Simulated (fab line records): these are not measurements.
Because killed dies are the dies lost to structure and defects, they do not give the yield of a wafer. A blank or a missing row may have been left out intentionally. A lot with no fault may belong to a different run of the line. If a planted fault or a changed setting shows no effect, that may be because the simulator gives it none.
One fault seen from 2 desks | flow n5Finfet | each desk has only its own numbers; what lay behind them comes last

== DESK OF THE TOOL OWNER: lithoTrack-05 ==
The tool's own readings at N5_BEOL_M0_SAQP_COAT_87 (time 60 s, resist thk 5 nm): means of the sampled wafers that have a number, for each lot that ran on this tool. Any lot whose mean is over 4 standard deviations away from the usual mean is out of limits and marked OUT; that distance is given in the brackets.
Columns: A = chillPlateTempC at N5_BEOL_M0_SAQP_COAT_87, usual 23.00 C; B = exhaustPa at N5_BEOL_M0_SAQP_COAT_87, usual 45.0 Pa; C = spinSpeedRpm at N5_BEOL_M0_SAQP_COAT_87, usual 1499.8 rpm
lot  | first seen here | A     | B    | C
L250 | day 6 11:50     | 23.12 | 44.6 | 1499.6
L260 | day 9 00:50     | 23.20 | 45.1 | 1387.1 (-99 or more) OUT
L261 | day 9 03:33     | 23.11 | 44.6 | 1387.4 (-99 or more) OUT
This desk's verdict: out of limits on L260, L261, starting with L260 at day 9 00:50 (spinSpeedRpm at N5_BEOL_M0_SAQP_COAT_87). In limits: L250.

== FROM THE METROLOGY DESK ==
Means of the sampled wafers that have a number, per lot and without regard to the tool the lot ran on: this is what the gauges read. Any lot whose mean is over 4 standard deviations away from the usual mean is out of limits and marked OUT; that distance is given in the brackets. Readings shown: 7 of its 10, picked as those furthest out on some lot.
Columns: A = DIBL_N at N5_BEOL_M4_RC_MEAS_101, usual 36.3 mV/V; B = DIBL_P at N5_BEOL_M4_RC_MEAS_101, usual 36.5 mV/V; C = IOFF_P at N5_BEOL_M4_RC_MEAS_101, usual 0.22 nA/um; D = ION_P at N5_BEOL_M4_RC_MEAS_101, usual 466 uA/um; E = SS_N at N5_BEOL_M4_RC_MEAS_101, usual 71.5 mV/dec; F = SS_P at N5_BEOL_M4_RC_MEAS_101, usual 73.2 mV/dec; G = VT_P at N5_BEOL_M4_RC_MEAS_101, usual -248.9 mV
lot  | first seen here | A    | B    | C    | D   | E    | F    | G
L250 | day 9 09:29     | 37.6 | 37.9 | 0.22 | 459 | 72.4 | 73.5 | -249.4
L260 | day 12 00:03    | 37.7 | 36.8 | 0.24 | 470 | 72.3 | 73.9 | -248.9
L261 | day 12 03:12    | 37.3 | 38.2 | 0.27 | 477 | 71.7 | 73.7 | -246.6
L270 | day 14 00:56    | 35.7 | 37.0 | 0.23 | 464 | 71.7 | 73.0 | -247.3
This desk found nothing out of limits on any of the 4 lots.

== TAKEN TOGETHER ==
The tool owner's desk had the chance to raise an alarm at day 9 00:50 on L260, L261.
At the metrology desk, nothing out of limits was observed.
The metrology desk holds a record of L260, L261, inside its limits.
N5_BEOL_M0_SAQP_COAT_87 was run on lithoTrack-05 by each of the lots named.

== WHAT THE SIMULATOR HAD INSERTED ==
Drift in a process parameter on lithoTrack-05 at N5_BEOL_M0_SAQP_COAT_87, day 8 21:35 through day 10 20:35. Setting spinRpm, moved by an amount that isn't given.
Shown lots that were struck: L260, L261.
Time in hours from fault onset to the first out-of-limits reading at each desk: the tool owner's desk, 3.
